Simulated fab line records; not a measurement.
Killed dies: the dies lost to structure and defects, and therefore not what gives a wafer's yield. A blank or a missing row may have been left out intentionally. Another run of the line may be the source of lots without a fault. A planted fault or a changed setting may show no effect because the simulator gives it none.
fab line records	flow n5-finfet
record lots=6	wafers=18	last-day=18
route steps=1938 shown BEOL_M3@969 BEOL_M4@1111 PASSIVATION@1936
lots that met no fault: from a run of the same line without faults
start-h: the number of hours between the record's first day and the start of the first shown wafer of the lot	wait-h: hours since the lot's step before	" repeats the value in the row above	L1.1+2: a row that stands for several wafers	- no value, or no start was given	* or withheld: withheld	< > ~ a bound
route shown NAME@n: a module of which the file shows steps, and the number in the route of the first	usual: average and standard deviation across the fault-free wafers	same: alike in all rows	chamber/n: place in a boat	sites: per-site readings	_std_site: standard deviation across them	_edge_site: the outer-site mean with the inner-site mean subtracted	radius-mm: for every site, how far away it sits from the centre of the wafer	mask NAME#n: copy n	behind: the last tool/chamber to shape the wafer	hold: why the lot was held/for how many hours/how that ended	device: names the non-switching transistor (n, p or np)	end of line: the same wafers' tests at the end of the route	a step without rows: its recipe alone	killed: count of dies lost to structure and defects at first sort (not the wafer's yield)	map: the dies of a wafer, with x for killed, . for not killed, _ for no die there
set.NAME: the setting that was run; set.NAME@STEP: the one run at that earlier step	model.NAME: the simulator's own value behind a step, which no gauge read
lots at selected steps of the route; one table per step, one row per wafer
services: when a tool's chamber went out of use (start-h, in hours from the record's first day, below 0 if earlier), for how many hours, and the reason
## steps
# step N5_BEOL_M3_DESCUM_33
# recipe chemistry=O2	time-s=7	source-power-w=50	bias-power-w=20	pressure-mtorr=20	rf-frequency-hz=2.712e+07	temp-c=40	resist=CAR-EUV	o2-flow-sccm=225
# step N5_BEOL_M3_ETCH_77
# recipe chemistry=N2/H2	target=underlayer	target-depth-a=65	mask-material=CAR-EUV	time-s=5.2	ion-energy-ev=200	pressure-mtorr=30	source-w=840	bias-w=150	n2-flow-sccm=200	h2-flow-sccm=200	ends=cleared
# usual drypump-motor-current-A=5.9/0.35	etch-rf-on-time-s=5.25/0.16	oes-product-au=0.69/0.083	rf-vpp-V=524.4/2.7	showerhead-plenum-p-Torr=2.56/0.093	throttle-valve-pct=17.89/0.27
lot.wafer	tool	chamber	start-h	wait-h	drypump-motor-current-A	etch-rf-on-time-s	oes-product-au	rf-hours-counter-h	rf-vpp-V	showerhead-plenum-p-Torr	throttle-valve-pct
L559.1	rie-diel-02	2	194.34	0.0	5.3	5.41	0.77	28	523.6	2.60	17.81
L559.4	"	0	"	"	6.5	5.35	0.59	228	520.1	2.40	18.00
L559.6	"	0	"	"	6.5	5.32	0.60	-	519.9	2.40	18.03
L561.3	rie-diel-02	0	199.27	0.0	6.6	5.39	0.59	230	521.3	2.39	18.03
L561.5	"	3	"	"	5.9	5.33	0.75	-	526.3	2.60	17.77
L561.6	"	0	"	"	6.5	5.34	0.60	-	520.7	2.40	18.02
L563.1	rie-diel-06	2	212.49	0.0	5.9	5.47	0.63	145	525.4	2.65	17.63
L563.4	"	0	"	"	5.9	5.00	0.76	40	524.8	2.59	17.39
L563.5	"	2	"	"	5.9	5.48	0.62	-	527.2	2.65	17.64
L564.2	rie-diel-06	0	225.86	0.0	5.8	5.01	0.76	44	525.1	2.58	17.42
L564.4	"	2	"	"	5.9	5.38	0.62	148	525.8	2.65	17.65
L564.5	"	1	"	"	6.0	5.18	0.83	-	529.2	2.70	17.71
L573.1	rie-diel-06	3	286.68	0.0	5.9	5.34	0.68	100	521.7	2.46	18.36
L573.5	"	3	"	"	5.9	5.37	0.68	-	520.9	2.46	18.34
L573.6	"	2	"	"	6.0	5.54	0.60	-	527.5	2.65	17.65
L575.1	rie-diel-02	3	291.72	0.0	5.9	5.31	0.70	72	526.3	2.58	17.83
L575.3	"	1	"	"	5.9	5.40	0.62	183	523.1	2.53	18.25
L575.6	"	3	"	"	5.9	5.27	0.71	-	524.2	2.58	17.81
# step N5_BEOL_M3_ETCH_69
# recipe chemistry=CF4	target=SiARC	target-depth-a=156	mask-material=CAR-EUV	time-s=26	ion-energy-ev=80	pressure-mtorr=40	source-w=545	bias-w=36	Ar_flow_sccm=100	cf4-flow-sccm=100	ends=cleared
# usual drypump-motor-current-A=5.9/0.35	etch-rf-on-time-s=26.3/0.77	oes-product-au=0.69/0.083	rf-vpp-V=184.2/1.2	showerhead-plenum-p-Torr=2.16/0.074	throttle-valve-pct=15.60/0.23
lot.wafer	tool	chamber	start-h	wait-h	drypump-motor-current-A	etch-rf-on-time-s	oes-product-au	rf-hours-counter-h	rf-vpp-V	showerhead-plenum-p-Torr	throttle-valve-pct
L559.1	rie-diel-02	2	194.36	0.0	5.2	26.7	0.78	28	183.3	2.18	15.49
L559.4	"	0	"	"	6.5	26.4	0.60	228	182.0	2.04	15.82
L559.6	"	0	"	"	6.5	26.5	0.60	-	182.8	2.04	15.79
L561.3	rie-diel-02	0	199.29	0.0	6.5	26.7	0.59	230	182.5	2.04	15.81
L561.5	"	3	"	"	5.9	26.4	0.75	-	184.3	2.19	15.53
L561.6	"	0	"	"	6.5	26.7	0.59	-	182.7	2.03	15.81
L563.1	rie-diel-06	2	212.50	0.0	5.9	27.0	0.62	145	186.4	2.22	15.35
L563.4	"	0	"	"	5.9	24.8	0.76	40	185.1	2.19	15.29
L563.5	"	2	"	"	5.9	27.2	0.62	-	185.1	2.22	15.34
L564.2	rie-diel-06	0	225.87	0.0	5.9	24.9	0.75	44	184.6	2.19	15.28
L564.4	"	2	"	"	6.0	26.9	0.62	148	184.2	2.22	15.34
L564.5	"	1	"	"	6.0	25.5	0.85	-	184.2	2.28	15.40
L573.1	rie-diel-06	3	286.69	0.0	5.9	27.1	0.68	100	183.3	2.07	15.86
L573.5	"	3	"	"	5.9	27.0	0.68	-	183.6	2.07	15.85
L573.6	"	2	"	"	6.0	27.4	0.60	-	186.0	2.21	15.36
L575.1	rie-diel-02	3	291.74	0.0	5.9	26.4	0.71	72	183.7	2.18	15.55
L575.3	"	1	"	"	5.9	26.9	0.61	183	183.1	2.13	15.88
L575.6	"	3	"	"	5.9	26.5	0.71	-	185.0	2.18	15.58
# step N5_BEOL_M3_ALD_98
# recipe material=SiO2	target-thk-a=25	temp-c=100	ald-precursor-family=BDEAS	ald-co-reactant=O2-plasma	pulse-time-s=1	co-reactant-pulse-time-s=1	purge-time-s=2	co-reactant-purge-time-s=2	ald-cycles=17	pressure-torr=2
# usual heater-power-w=77/6.1	precursor-pulse-height-rel=0.999/0.02
# same co-reactant-purge-time-s=2
lot.wafer	tool	chamber	start-h	wait-h	heater-power-w	precursor-pulse-height-rel
L559.1	ald-sin-01	0	194.53	0.1	74	1.014
L559.4	"	3	"	"	70	1.005
L559.6	"	0	"	"	74	1.009
L561.3	ald-sin-02	0	199.37	0.1	89	1.028
L561.5	"	0	"	"	89	1.016
L561.6	"	3	"	"	84	0.995
L563.1	ald-sin-02	1	212.58	0.1	77	0.971
L563.4	"	0	"	"	87	0.993
L563.5	"	3	"	"	83	0.984
L564.2	ald-sin-01	3	226.14	0.2	70	0.991
L564.4	"	2	"	"	66	0.996
L564.5	"	2	"	"	66	1.040
L573.1	ald-sin-02	3	286.78	0.1	80	0.992
L573.5	"	0	"	"	87	0.984
L573.6	"	1	"	"	74	1.018
L575.1	ald-sin-02	1	291.82	0.1	75	1.021
L575.3	"	3	"	"	81	1.012
L575.6	"	2	"	"	77	1.008
# step N5_BEOL_M3_ETCHBACK_99
# recipe chemistry=CHF3	target=SiO2	target-depth-a=50	time-s=10.4	source-w=215	bias-w=47	Ar_flow_sccm=200	CHF3_flow_sccm=12	ion-energy-ev=100	pressure-mtorr=30
# step N5_BEOL_M3_ETCH_70
# recipe chemistry=N2/H2	target=SOC	target-depth-a=800	overetch-a=160	mask-material=SiARC	temp-c=40	time-s=120	ion-energy-ev=200	pressure-mtorr=30	source-w=840	bias-w=150	n2-flow-sccm=200	h2-flow-sccm=200
# step N5_BEOL_M3_STRIP_71
# recipe chemistry=N2/H2	temp-c=40	n2-flow-sccm=200	h2-flow-sccm=200	rf-frequency-hz=6e+07
# step N5_BEOL_M3_STRIP_78
# recipe chemistry=N2/H2	temp-c=40	n2-flow-sccm=200	h2-flow-sccm=200	rf-frequency-hz=6e+07
# step N5_BEOL_M3_VIA_ETCH_34
# recipe chemistry=C4F6/O2	target-depth-a=694	mask-material=SOC	pressure-mtorr=15	ion-energy-ev=250	taper-deg=4	time-s=65.9	source-w=350	bias-w=170	Ar_flow_sccm=300	C4F6_flow_sccm=10	O2_flow_sccm=10
# usual drypump-motor-current-A=5.8/0.36	oes-product-au=0.82/0.099	rf-vpp-V=669/12	showerhead-plenum-p-Torr=2.88/0.094	throttle-valve-pct=30.85/0.28
lot.wafer	tool	chamber	start-h	wait-h	drypump-motor-current-A	oes-product-au	rf-hours-counter-h	rf-vpp-V	showerhead-plenum-p-Torr	throttle-valve-pct
L559.1	rie-diel-04	3	203.52	0.0	5.4	0.84	69	666	2.90	30.74
L559.4	"	1	"	"	5.8	0.67	-	649	2.82	31.20
L559.6	"	3	"	"	5.4	0.84	-	666	2.90	30.73
L561.3	rie-diel-06	1	212.23	0.0	6.0	0.99	4	677	3.01	30.69
L561.5	"	3	"	"	5.8	0.83	-	675	2.77	31.38
L561.6	"	2	"	"	5.9	0.73	-	666	2.95	30.33
L563.1	rie-diel-06	1	215.07	0.0	5.9	1.00	4	676	3.01	30.70
L563.4	"	2	"	"	5.9	0.74	145	667	2.95	30.32
L563.5	"	1	"	"	5.9	1.00	-	677	3.01	30.68
L564.2	rie-diel-06	3	231.16	0.0	5.9	0.83	83	675	2.77	31.39
L564.4	"	1	"	"	6.0	0.97	8	675	3.01	30.69
L564.5	"	2	"	"	5.9	0.73	-	669	2.94	30.33
L573.1	rie-diel-02	1	303.25	0.0	5.9	0.71	187	673	2.83	31.14
L573.5	"	1	"	"	5.9	0.72	-	675	2.83	31.15
L573.6	"	2	"	"	5.2	0.84	-	673	2.89	30.87
L575.1	rie-diel-04	1	306.44	0.0	5.8	0.96	8	650	2.81	30.75
L575.3	"	3	"	"	5.4	0.80	102	665	2.89	30.76
L575.6	"	3	"	"	5.4	0.81	-	665	2.89	30.76
# step N5_BEOL_M3_STRIP_83
# recipe chemistry=C4F6/O2	resist=SiARC	rf-frequency-hz=6e+07
# step N5_BEOL_M3_STRIP_36
# recipe chemistry=N2/H2	power-w=450	temp-c=40	pressure-mtorr=20	rf-frequency-hz=6e+07	overash-fraction=0.3	bias-power-w=7	h2-frac=0.5	n2-flow-sccm=200	h2-flow-sccm=200
# step N5_BEOL_M3_TRENCH_ETCH_37
# recipe chemistry=C4F6/O2	target-depth-a=555.55	target=SiOC	time-s=29.2	ion-energy-ev=250	pressure-mtorr=30	source-w=355	bias-w=185	Ar_flow_sccm=300	C4F6_flow_sccm=10	O2_flow_sccm=10
# usual drypump-motor-current-A=5.8/0.36	oes-product-au=0.82/0.098	rf-vpp-V=669/13	showerhead-plenum-p-Torr=2.88/0.094	throttle-valve-pct=20.88/0.24
lot.wafer	tool	chamber	start-h	wait-h	drypump-motor-current-A	oes-product-au	rf-hours-counter-h	rf-vpp-V	showerhead-plenum-p-Torr	throttle-valve-pct
L559.1	rie-diel-04	3	-	-	5.4	0.85	69	665	2.91	20.69
L559.4	"	1	"	"	5.8	0.67	-	651	2.82	21.18
L559.6	"	3	"	"	5.4	0.84	-	665	2.91	20.68
L561.3	rie-diel-06	1	-	-	5.9	1.00	4	676	3.02	20.68
L561.5	"	3	"	"	5.9	0.84	-	676	2.77	21.25
L561.6	"	2	"	"	5.9	0.74	-	668	2.95	20.52
L563.1	rie-diel-06	1	-	-	5.9	0.98	4	676	3.02	20.66
L563.4	"	2	"	"	5.9	0.73	145	667	2.95	20.51
L563.5	"	1	"	"	5.9	0.99	-	677	3.02	20.65
L564.2	rie-diel-06	3	-	-	5.9	0.83	83	676	2.77	21.26
L564.4	"	1	"	"	5.9	0.97	8	676	3.01	20.68
L564.5	"	2	"	"	5.9	0.73	-	668	2.95	20.51
L573.1	rie-diel-02	1	-	-	5.9	0.72	187	674	2.83	21.14
L573.5	"	1	"	"	5.9	0.72	-	674	2.83	21.15
L573.6	"	2	"	"	5.3	0.84	-	674	2.89	20.89
L575.1	rie-diel-04	1	-	-	5.9	0.96	8	651	2.81	20.77
L575.3	"	3	"	"	5.4	0.80	102	664	2.89	20.72
L575.6	"	3	"	"	5.4	0.80	-	665	2.89	20.72
# step N5_BEOL_M3_ETCH_41
# recipe chemistry=CH3F/O2	target=SiCN	target-depth-a=299	taper-deg=2	time-s=52.5	ion-energy-ev=120	mask-material=TiN	pressure-mtorr=30	source-w=395	bias-w=75	Ar_flow_sccm=150	CH3F_flow_sccm=30	O2_flow_sccm=20
# usual drypump-motor-current-A=5.8/0.36	oes-product-au=0.82/0.099	rf-vpp-V=297.7/1.6	showerhead-plenum-p-Torr=2.03/0.07	throttle-valve-pct=16.31/0.24
lot.wafer	tool	chamber	start-h	wait-h	drypump-motor-current-A	oes-product-au	rf-hours-counter-h	rf-vpp-V	showerhead-plenum-p-Torr	throttle-valve-pct	model.etch.depth-nm
L559.1	rie-diel-04	3	203.65	-	5.4	0.84	69	297.1	2.04	16.06	20.6
L559.4	"	1	"	"	5.7	0.66	-	296.9	1.98	16.62	19.54
L559.6	"	3	"	"	5.4	0.85	-	297.8	2.04	16.04	20.51
L561.3	rie-diel-06	1	212.36	-	5.9	1.00	4	298.7	2.13	16.09	19.94
L561.5	"	3	"	"	5.9	0.83	-	296.8	1.95	16.62	19.95
L561.6	"	2	"	"	5.9	0.74	-	299.4	2.08	16.06	19.39
L563.1	rie-diel-06	1	215.20	-	5.9	1.41	4	299.4	2.13	16.09	33.47
L563.4	"	2	"	"	5.9	0.73	145	299.8	2.08	16.06	19.42
L563.5	"	1	"	"	5.9	1.42	-	300.3	2.13	16.10	33.63
L564.2	rie-diel-06	3	231.29	-	5.8	0.83	83	294.6	1.94	16.63	19.85
L564.4	"	1	"	"	6.0	1.39	8	299.8	2.12	16.08	33.61
L564.5	"	2	"	"	5.9	0.72	-	297.1	2.08	16.07	19.37
L573.1	rie-diel-02	1	303.38	-	5.8	0.72	187	296.3	1.99	16.59	19.57
L573.5	"	1	"	"	5.8	0.72	-	298.2	1.99	16.59	19.56
L573.6	"	2	"	"	5.2	0.85	-	297.2	2.03	16.31	19.58
L575.1	rie-diel-04	1	306.57	-	5.8	0.96	8	295.5	1.97	16.14	20
L575.3	"	3	"	"	5.4	0.80	102	297.7	2.03	16.12	20.35
L575.6	"	3	"	"	5.4	0.80	-	298.2	2.03	16.13	20.34
# step N5_BEOL_M3_STRIP_97
# recipe chemistry=N2/H2	time-s=10	power-w=450	temp-c=40	pressure-mtorr=20	rf-frequency-hz=6e+07	bias-power-w=7	n2-flow-sccm=200	h2-flow-sccm=200
# step N5_BEOL_M4_RC_MEAS_101
# usual DIBL_N=37.1/1.8	DIBL_P=37.2/2.1	IOFF_N=0.17/0.033	IOFF_P=0.22/0.037	ION_N=680/11	ION_P=464/7.7	SS_N=71.7/0.63	SS_P=73.6/0.67	VT_N=248.9/2.9	VT_P=-251/3.6
lot.wafer	tool	chamber	start-h	wait-h	DIBL_N[mV/V]	DIBL_P[mV/V]	IOFF_N[nA/um]	IOFF_P[nA/um]	ION_N[uA/um]	ION_P[uA/um]	SS_N[mV/dec]	SS_P[mV/dec]	VT_N[mV]	VT_P[mV]
L559.1	prober-01	0	216.01	0.0	35.3	34.7	0.16	0.22	682	468	71.4	73.0	250.5	-249
L559.4	"	0	"	"	39.0	38.8	0.22	0.30	685	474	72.1	73.9	245.0	-244
L559.6	"	0	"	"	38.1	38.2	0.21	0.30	687	480	72.9	73.6	245.6	-244
L561.3	prober-01	0	235.60	0.3	38.3	38.2	0.19	0.23	688	465	71.2	73.3	247.2	-250
L561.5	"	0	"	"	38.8	38.0	0.21	0.23	690	465	72.1	73.5	249.8	-250
L561.6	"	0	"	"	37.8	38.4	0.18	0.24	685	468	71.5	73.5	247.9	-247
L563.1	prober-01	0	240.83	0.0	36.3	35.4	0.14	0.18	663	456	71.0	72.4	250.2	-252
L563.4	"	0	"	"	38.0	38.2	0.19	0.23	683	469	71.9	73.8	248.1	-250
L563.5	"	0	"	"	38.6	38.5	0.20	0.24	680	468	71.7	73.4	247.4	-247
L564.2	prober-02	0	259.23	0.2	38.6	41.3	0.21	0.25	690	462	71.7	74.6	246.1	-252
L564.4	"	0	"	"	37.9	39.6	0.18	0.22	678	457	72.2	73.5	247.0	-250
L564.5	"	0	"	"	40.2	42.5	0.24	0.28	683	461	72.6	74.7	246.3	-248
L573.1	prober-01	0	317.86	0.0	37.0	36.4	0.16	0.22	696	481	71.0	73.3	247.9	-249
L573.5	"	0	"	"	37.6	36.9	0.18	0.23	689	469	71.7	73.9	244.7	-251
L573.6	"	0	"	"	34.2	32.7	0.12	0.17	689	473	70.4	73.0	254.7	-254
L575.1	prober-02	0	325.62	0.0	34.8	33.9	0.14	0.20	671	460	71.2	72.7	249.8	-247
L575.3	"	0	"	"	37.9	36.6	0.20	0.23	695	469	72.3	73.9	245.1	-246
L575.6	"	0	"	"	36.0	35.7	0.17	0.22	675	466	71.3	72.6	247.3	-246
# step N5_PASSIVATION_PROBE_49
# usual defect-limited-yield=91.7/1.5	killed_at_M0_to_M3=32/10	killed_at_M4_up=14/5.3	killed-at-contacts=13/5.7	killed-at-front-end=37/10	killed-at-other=3.3/2.5	killed-dies=98/18	killed-open=65/13	killed-short=31/7.5	sort_bin_4_leakage=0.00/0.0099	sort_bin_5_function=4.9/0.91	sort_bin_6_memory=3.1/0.71	sort-n-pass=1082/18	sort-yield-pct=91.7/1.5
# same gross-dies=1180	killed-at-back-side=0	sort_bin_8_speed[%]=0
lot.wafer	tool	chamber	start-h	wait-h	defect-limited-yield[%]	killed_at_M0_to_M3	killed_at_M4_up	killed-at-contacts	killed-at-front-end	killed-at-other	killed-dies	killed-open	killed-short	sort_bin_4_leakage[%]	sort_bin_5_function[%]	sort_bin_6_memory[%]	sort-n-pass	sort-yield-pct[%]
L559.1	prober-02	-	331.59	0.0	92.0	49	7	14	22	2	94	58	36	0	4.4	3.1	1086	92.0
L559.4	prober-02	-	331.74	0.2	91.4	39	12	15	35	1	102	69	29	0	5.7	2.6	1078	91.4
L559.6	prober-02	-	331.84	0.3	90.7	47	18	8	33	4	110	71	31	0	4.8	3.4	1070	90.7
L561.6	prober-01	-	342.34	0.3	92.3	27	18	10	35	1	91	54	36	0	4.6	2.9	1089	92.3
L563.1	prober-01	-	342.40	0.0	93.2	36	9	10	14	11	80	52	28	0	4.1	2.5	1100	93.2
L573.1	prober-02	-	428.47	0.0	91.4	26	21	8	42	4	101	69	32	0	5.4	2.7	1079	91.4
L573.5	prober-02	-	428.67	0.2	90.1	26	12	8	66	5	117	79	33	0	6.4	2.7	1063	90.1
L573.6	prober-02	-	428.72	0.3	90.7	39	12	12	35	12	110	79	31	0	5.8	3.1	1070	90.7
# killed by level:class
L559.1 BEOL_M3:geometric-particle:open=15 MOL_CONTACT_COAG:geometric-particle:open=9 BEOL_M1:geometric-particle:open=8 BEOL_M2:geometric-particle:short=7 STI_FIN_REVEAL:geometric-particle:open=6 BEOL_M0_SAQP:geometric-particle:short=6 MOL_CONTACT_COAG:geometric-particle:short=5 BEOL_M1:geometric-particle:short=4
L559.4 BEOL_M0_SAQP:geometric-particle:open=13 STI_FIN_REVEAL:geometric-particle:open=12 MOL_CONTACT_COAG:geometric-particle:open=12 BEOL_M3:geometric-particle:open=9 BEOL_M0_SAQP:geometric-particle:short=8 BEOL_M4:geometric-particle:open=5 GATE_CUT:geometric-particle:open=4 FIN_SAQP:geometric-particle:open=3
L559.6 BEOL_M0_SAQP:geometric-particle:short=10 BEOL_M0_SAQP:geometric-particle:open=10 STI_FIN_REVEAL:geometric-particle:open=7 MOL_CONTACT_COAG:geometric-particle:open=7 HKMG_FIN:area-etch=7 BEOL_M3:geometric-particle:open=6 DUMMY_GATE:geometric-particle:open=6 BEOL_M1:geometric-particle:open=6
L561.6 FIN_SAQP:geometric-particle:short=11 FIN_SAQP:geometric-particle:open=9 MOL_CONTACT_COAG:geometric-particle:open=5 MOL_CONTACT_COAG:geometric-particle:short=5 BEOL_M0_SAQP:geometric-particle:open=5 BEOL_M1:geometric-particle:open=5 BEOL_M2:geometric-particle:open=5 BEOL_M3:geometric-particle:short=4
L563.1 BEOL_M0_SAQP:geometric-particle:open=16 BEOL_M0_SAQP:geometric-particle:short=11 MOL_CONTACT_COAG:geometric-particle:open=8 BEOL_M5:geometric-particle:open=5 FIN_SAQP:geometric-particle:open=4 GATE_CUT:geometric-particle:short=4 BEOL_M3:geometric-particle:open=4 MIM_BOT:geometric-particle:open=3
L573.1 STI_FIN_REVEAL:geometric-particle:open=9 FIN_SAQP:geometric-particle:open=7 BEOL_M3:geometric-particle:open=6 BEOL_M1:geometric-particle:open=6 FIN_CUT:geometric-particle:short=5 DUMMY_GATE:geometric-particle:open=5 MOL_CONTACT_COAG:geometric-particle:open=5 FIN_SAQP:geometric-particle:short=4
L573.5 STI_FIN_REVEAL:geometric-particle:open=25 DUMMY_GATE:geometric-particle:open=12 STI_FIN_REVEAL:geometric-particle:short=8 MOL_CONTACT_COAG:geometric-particle:open=7 BEOL_M2:geometric-particle:open=7 BEOL_M1:geometric-particle:open=5 BEOL_M3:geometric-particle:short=4 BEOL_M5:geometric-particle:open=4
L573.6 STI_FIN_REVEAL:geometric-particle:open=19 BEOL_M2:geometric-particle:open=18 MOL_CONTACT_COAG:geometric-particle:open=9 BEOL_M2:geometric-particle:short=7 PASS1_CAP:geometric-particle:open=6 BEOL_M4:geometric-particle:open=5 GATE_CUT:geometric-particle:short=4 BEOL_M0_SAQP:geometric-particle:open=4
## services
tool	chamber	start-h	hours	kind
ald-sin-01	-	178.19	14.0	pm
rie-diel-06	1	180.43	-	clean
rie-diel-06	1	180.43	-	consumable-replace:focus-ring
rie-diel-06	1	180.43	-	consumable-replace:showerhead
rie-diel-02	1	183.49	5.8	repair
rie-diel-02	-	199.34	2.8	pm
ald-sin-02	-	223.80	15.6	pm
rie-diel-04	0	228.92	-	clean
rie-diel-04	0	228.92	-	consumable-replace:focus-ring
rie-diel-04	0	228.92	-	consumable-replace:showerhead
rie-diel-04	0	228.92	27.6	scheduled-down
rie-diel-04	0	228.92	27.6	vent-cycle
ald-sin-01	-	255.16	6.1	pm
rie-diel-06	1	256.96	4.2	repair
ald-sin-02	0	263.31	2.3	repair
rie-diel-02	0	265.89	-	clean
rie-diel-02	0	265.89	-	consumable-replace:focus-ring
rie-diel-02	0	265.89	-	consumable-replace:showerhead
rie-diel-02	0	265.89	15.8	scheduled-down
rie-diel-02	0	265.89	15.8	vent-cycle
ald-sin-01	2	266.69	6.0	repair
ald-sin-02	-	269.46	14.0	pm
ald-sin-02	-	300.27	33.8	repair
rie-diel-06	-	301.29	2.1	repair
## key
first-sign step=N5_BEOL_M3_ETCH_41	reading=oes-product-au	direction=up	sigmas=5.9	usual=0.82	struck=1.41
effect none on later readings
model-effect step=N5_BEOL_M3_ETCH_41	value=etch.depth-nm	without=19.9	struck=33.57
met-at N5_BEOL_M3_ETCH_41
struck-wafers L563.1,L563.5,L564.4
onset-between 212.36 215.20
fault kind=process-parameter-drift	tool=rie-diel-06	chamber=1	onset-h=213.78	steps=N5_BEOL_M3_ETCH_41	channel=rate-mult	offset=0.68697	shape=step	end-h=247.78
